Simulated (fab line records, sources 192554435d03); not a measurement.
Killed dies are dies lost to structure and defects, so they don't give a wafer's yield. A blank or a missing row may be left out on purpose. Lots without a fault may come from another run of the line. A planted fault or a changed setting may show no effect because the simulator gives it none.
fab line records | flow n5_finfet
record lots=4 wafers=12 last_day=16
route steps=1938 shown BEOL_M5@1124 PASSIVATION@1936
lots that met no fault: from a run of the same line without faults
start_h: hours from the record's first day to the start of the lot's first wafer shown | wait_h: hours since the lot's step before | " the same as in the row above | L1.1+2: a row that stands for several wafers | - no value, or no start given | * or withheld: withheld | < > ~ a bound
route shown NAME@n: a module of which the file shows steps, and the number in the route of the first | usual: mean/standard deviation of fault-free wafers | same: alike in all rows | chamber/n: place in a boat | sites: the reading at each site | _std_site: their standard deviation | _edge_site: outer sites' mean less inner sites' | radius_mm: how far each site lies from the wafer's centre | mask NAME#n: copy n | behind: the tool/chamber that last shaped the wafer | hold: why the lot was held/for how many hours/how that ended | device: the transistor (n, p or np) that didn't switch | end of line: the same wafers' tests at the end of the route | a step without rows: its recipe alone | killed: dies lost to structure and defects at the first sort, not the wafer's yield | map: a wafer's dies, x killed, . not, _ none there
set.NAME: the setting as run; set.NAME@STEP: as run at that earlier step | model.NAME: the simulator's own value behind a step, which no gauge read
lots at some steps of the route; a table a step, a row a wafer
services: from which hour (start_h, from the record's first day; less than 0 if before it) a tool's chamber was out of use, for how many hours, and why
## steps
# step N5_BEOL_M5_PEB_09
# recipe peb_temp_c=100 peb_time_s=60 resist=CAR-EUV
# step N5_BEOL_M5_DEVELOP_10
# recipe develop_time_s=30 developer=TMAH resist=CAR-EUV rinse_liquid=surfactant_rinse dry=air_spin dev_temp_c=23
# step N5_BEOL_M5_DESCUM_16
# recipe chemistry=O2 time_s=7 source_power_w=50 bias_power_w=20 pressure_mtorr=20 rf_frequency_hz=2.712e+07 temp_c=40 resist=CAR-EUV o2_flow_sccm=225
# step N5_BEOL_M5_ETCH_72
# recipe chemistry=N2/H2 target=underlayer target_depth_a=65 mask_material=CAR-EUV time_s=5.2 ion_energy_ev=200 pressure_mtorr=30 source_w=840 bias_w=150 n2_flow_sccm=200 h2_flow_sccm=200 ends=cleared
# step N5_BEOL_M5_ETCH_61
# recipe chemistry=CF4 target=SiARC target_depth_a=156 mask_material=CAR-EUV time_s=26 ion_energy_ev=80 pressure_mtorr=40 source_w=545 bias_w=36 Ar_flow_sccm=100 cf4_flow_sccm=100 ends=cleared
# step N5_BEOL_M5_ETCH_62
# recipe chemistry=N2/H2 target=SOC target_depth_a=750 overetch_a=150 mask_material=SiARC temp_c=40 time_s=112.5 ion_energy_ev=200 pressure_mtorr=30 source_w=840 bias_w=150 n2_flow_sccm=200 h2_flow_sccm=200
# step N5_BEOL_M5_STRIP_63
# recipe chemistry=N2/H2 temp_c=40 n2_flow_sccm=200 h2_flow_sccm=200 rf_frequency_hz=6e+07
# step N5_BEOL_M5_STRIP_73
# recipe chemistry=N2/H2 temp_c=40 n2_flow_sccm=200 h2_flow_sccm=200 rf_frequency_hz=6e+07
# step N5_BEOL_M5_STRIP_64
# recipe chemistry=CF4 resist=SiARC power_w=300 bias_power_w=75 pressure_mtorr=50 cf4_flow_sccm=150 rf_frequency_hz=6e+07
# step N5_BEOL_M5_HM_OPEN_17
# recipe chemistry=Cl2/BCl3 target_depth_a=200 overetch_a=60 target=TiN mask_material=SOC ion_energy_ev=150 pressure_mtorr=10 icp_w=1000 bias_w=126 Cl2_flow_sccm=53.25 bcl3_flow_sccm=21.75 Ar_flow_sccm=25
# usual drypump_motor_current_A=6.01/0.23 oes_product_au=0.65/0.086 throttle_valve_pct=22.18/0.2
# columns lot.wafer tool chamber start_h wait_h drypump_motor_current_A oes_product_au rf_hours_counter_h throttle_valve_pct model.SOC_of_BEOL_M5_COAT_59.thk_nm model.BEOL_M5.cd_nm
L876.1 rie_metal-02 0 182.40 0.0 5.83 0.73 27 22.09 52 28.2
L876.5 " 1 " " 5.51 0.76 - 22.13 52.2 28
L876.6 " 0 " " 5.80 0.73 - 22.08 51.8 27.8
L878.2 rie_metal-02 0 196.14 0.0 5.82 0.71 28 22.11 52.2 27.6
L878.3 " 1 " " 5.47 0.76 - 22.09 47.4 28.6
L878.5 " 1 " " 5.49 0.76 - 22.11 52.2 28
L879.2 rie_metal-02 0 198.17 0.0 5.79 0.73 28 22.08 52 28
L879.4 " 1 " " 5.50 0.75 - 22.14 47.2 28.4
L879.5 " 0 " " 5.81 0.71 - 22.10 52.2 27.8
L890.1 rie_metal-03 1 261.57 0.0 6.05 0.60 69 21.98 51.8 28
L890.4 " 1 " " 6.05 0.60 - 21.97 51.8 28
L890.6 " 0 " " 6.26 0.74 - 22.22 52.2 27.8
# step N5_BEOL_M5_STRIP_19
# recipe chemistry=O2 power_w=400 temp_c=40 pressure_mtorr=30 rf_frequency_hz=6e+07 bias_power_w=0 overash_fraction=0.2 o2_flow_sccm=225
# step N5_BEOL_M5_COAT_65
# recipe resist=SOC temp_c=250 time_s=60 spin_rpm=1500 resist_thk_nm=60
# step N5_BEOL_M5_COAT_66
# recipe resist=SiARC temp_c=220 time_s=60 spin_rpm=1500 resist_thk_nm=12
# step N5_BEOL_M5_COAT_74
# recipe resist=underlayer temp_c=205 time_s=60 spin_rpm=1500 resist_thk_nm=5
# step N5_BEOL_M5_COAT_22
# recipe resist=CAR-EUV spin_rpm=1500 resist_thk_nm=30
# step N5_BEOL_M5_EBR_24
# recipe solvent=PGMEA ebr_width_mm=1.5
# step N5_BEOL_M5_SOFTBAKE_23
# recipe temp_c=110 time_s=60 resist=CAR-EUV
# step N5_BEOL_M5_EXPOSE_25
# recipe mask_id=V4 na=0.33 source_shape=quasar sigma_inner=0.2 sigma_outer=0.6 polarization=unpolarized defocus_nm=10 dose_mj=52.75
# step N5_BEOL_M5_PEB_26
# recipe peb_temp_c=100 peb_time_s=60 resist=CAR-EUV
# step N5_BEOL_M5_DEVELOP_27
# recipe develop_time_s=30 developer=TMAH resist=CAR-EUV rinse_liquid=surfactant_rinse dry=air_spin dev_temp_c=23
# step N5_BEOL_M5_DESCUM_33
# recipe chemistry=O2 time_s=7 source_power_w=50 bias_power_w=20 pressure_mtorr=20 rf_frequency_hz=2.712e+07 temp_c=40 resist=CAR-EUV o2_flow_sccm=225
# step N5_BEOL_M5_ETCH_75
# recipe chemistry=N2/H2 target=underlayer target_depth_a=65 mask_material=CAR-EUV time_s=5.2 ion_energy_ev=200 pressure_mtorr=30 source_w=840 bias_w=150 n2_flow_sccm=200 h2_flow_sccm=200 ends=cleared
# step N5_BEOL_M5_ETCH_67
# recipe chemistry=CF4 target=SiARC target_depth_a=156 mask_material=CAR-EUV time_s=26 ion_energy_ev=80 pressure_mtorr=40 source_w=545 bias_w=36 Ar_flow_sccm=100 cf4_flow_sccm=100 ends=cleared
# step N5_BEOL_M5_ETCH_68
# recipe chemistry=N2/H2 target=SOC target_depth_a=800 overetch_a=160 mask_material=SiARC temp_c=40 time_s=120 ion_energy_ev=200 pressure_mtorr=30 source_w=840 bias_w=150 n2_flow_sccm=200 h2_flow_sccm=200
# step N5_BEOL_M5_STRIP_69
# recipe chemistry=N2/H2 temp_c=40 n2_flow_sccm=200 h2_flow_sccm=200 rf_frequency_hz=6e+07
# step N5_BEOL_M5_STRIP_76
# recipe chemistry=N2/H2 temp_c=40 n2_flow_sccm=200 h2_flow_sccm=200 rf_frequency_hz=6e+07
# step N5_BEOL_M5_VIA_ETCH_34
# recipe chemistry=C4F6/O2 target=SiCOH_lowk target_depth_a=883 mask_material=SOC taper_deg=4 time_s=39.2 ion_energy_ev=250 pressure_mtorr=30 source_w=345 bias_w=185 Ar_flow_sccm=300 C4F6_flow_sccm=10 O2_flow_sccm=10
# step N5_BEOL_M5_STRIP_85
# recipe chemistry=C4F6/O2 resist=SiARC rf_frequency_hz=6e+07
# step N5_BEOL_M5_STRIP_36
# recipe chemistry=N2/H2 power_w=450 temp_c=40 pressure_mtorr=20 rf_frequency_hz=6e+07 overash_fraction=0.3 bias_power_w=7 h2_frac=0.5 n2_flow_sccm=200 h2_flow_sccm=200
# step N5_BEOL_M5_TRENCH_ETCH_37
# recipe chemistry=C4F6/O2 target_depth_a=716.52 target=SiCOH_lowk time_s=24.7 ion_energy_ev=250 pressure_mtorr=30 source_w=345 bias_w=185 Ar_flow_sccm=300 C4F6_flow_sccm=10 O2_flow_sccm=10
# step N5_BEOL_M5_ETCH_41
# recipe chemistry=CH3F/O2 target=SiCN target_depth_a=315 taper_deg=2 time_s=56.7 ion_energy_ev=120 mask_material=TiN pressure_mtorr=30 source_w=395 bias_w=75 Ar_flow_sccm=150 CH3F_flow_sccm=30 O2_flow_sccm=20
# usual CH3F_flow_sccm=30.01/0.092 drypump_motor_current_A=5.8/0.6 oes_product_au=0.81/0.087 rf_vpp_V=297.1/1.4 showerhead_plenum_p_Torr=1.99/0.057 throttle_valve_pct=16.32/0.27
# columns lot.wafer tool chamber start_h wait_h CH3F_flow_sccm drypump_motor_current_A oes_product_au rf_hours_counter_h rf_vpp_V showerhead_plenum_p_Torr throttle_valve_pct model.BEOL_M5.cd_nm
L876.1 rie_diel-01 0 - - 30.10 4.7 0.89 45 298.2 2.03 16.11 28
L876.5 " 2 " " 30.13 6.1 0.95 - 295.8 1.94 15.79 28
L876.6 " 3 " " 30.02 6.4 0.87 - 297.1 1.97 16.21 28
L878.2 rie_diel-01 3 - - 29.88 6.4 0.87 61 295.9 1.97 16.25 27.6
L878.3 " 1 " " 30.00 5.2 0.70 214 298.2 1.96 16.61 28.6
L878.5 " 1 " " 30.00 5.2 0.71 - 296.7 1.96 16.61 27.8
L879.2 rie_diel-01 3 - - 30.14 6.4 0.85 62 296.9 1.97 16.22 28.2
L879.4 " 2 " " 29.85 6.1 0.94 21 297.4 1.94 15.79 28.6
L879.5 " 1 " " 30.04 5.1 0.71 - 296.5 1.96 16.61 27.6
L890.1 rie_diel-01 2 - - 29.99 6.1 0.91 42 299.1 1.94 15.85 27.8
L890.4 " 3 " " 30.06 6.4 0.84 83 295.5 1.96 16.28 28
L890.6 " 2 " " 29.93 6.1 0.90 - 295.4 1.94 15.85 27.8
# step N5_BEOL_M5_STRIP_91
# recipe chemistry=N2/H2 time_s=10 power_w=450 temp_c=40 pressure_mtorr=20 rf_frequency_hz=6e+07 bias_power_w=7 n2_flow_sccm=200 h2_flow_sccm=200
# step N5_PASSIVATION_PROBE_49
# usual defect_limited_yield=90.9/1.5 killed_at_M0_to_M3=36/10 killed_at_M4_up=13/5.5 killed_at_contacts=12/5.6 killed_at_front_end=42/12 killed_at_other=4/3.2 killed_dies=108/18 killed_open=71/13 killed_short=34/7.8 sort_bin_5_function=5.4/1 sort_bin_6_memory=3.4/0.68 sort_n_pass=1072/18 sort_yield_pct=90.9/1.5
# same gross_dies=1180 killed_at_back_side=0 sort_bin_4_leakage[%]=0 sort_bin_8_speed[%]=0
# columns lot.wafer tool chamber start_h wait_h defect_limited_yield[%] killed_at_M0_to_M3 killed_at_M4_up killed_at_contacts killed_at_front_end killed_at_other killed_dies killed_open killed_short sort_bin_5_function[%] sort_bin_6_memory[%] sort_n_pass sort_yield_pct[%]
L878.2 prober-02 - 289.21 0.1 90.9 27 9 11 59 1 107 72 34 4.9 3.8 1073 90.9
L878.3 prober-02 - 289.26 0.1 90.8 37 13 6 49 3 108 78 30 5.4 3.6 1072 90.8
# killed by level:class
L878.2 FIN_SAQP:geometric_particle:open=16 FIN_SAQP:geometric_particle:short=13 STI_FIN_REVEAL:geometric_particle:open=11 BEOL_M0_SAQP:geometric_particle:open=10 MOL_CONTACT_COAG:geometric_particle:open=8 BEOL_M0_SAQP:geometric_particle:short=6 GATE_CUT:geometric_particle:open=4 BEOL_M1:geometric_particle:open=4
L878.3 STI_FIN_REVEAL:geometric_particle:open=15 BEOL_M0_SAQP:geometric_particle:short=8 BEOL_M1:geometric_particle:open=8 FIN_SAQP:geometric_particle:open=7 DUMMY_GATE:geometric_particle:open=7 BEOL_M3:geometric_particle:open=7 FIN_SAQP:geometric_particle:short=6 BEOL_M4:geometric_particle:open=6
## services
# columns tool chamber start_h hours kind
rie_metal-03 - 162.97 8.4 repair
rie_metal-02 1 183.12 1.1 repair
rie_metal-02 - 191.37 2.8 pm
rie_diel-01 1 240.27 4.0 repair
## key
first_sign none at tools or gauges
model_effect step=N5_BEOL_M5_HM_OPEN_17 value=SOC_of_BEOL_M5_COAT_59.thk_nm without=52.3 struck=47.3
model_effect step=N5_BEOL_M5_ETCH_41 value=BEOL_M5.cd_nm without=27.8 struck=28.6
met_at N5_BEOL_M5_HM_OPEN_17
struck_wafers L878.3,L879.4
onset_between 182.40 196.14
fault kind=process_parameter_drift tool=rie_metal-02 chamber=- onset_h=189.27 steps=N5_BEOL_M5_HM_OPEN_17 channel=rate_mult offset=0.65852 shape=step end_h=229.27 scope=struck_wafers_only
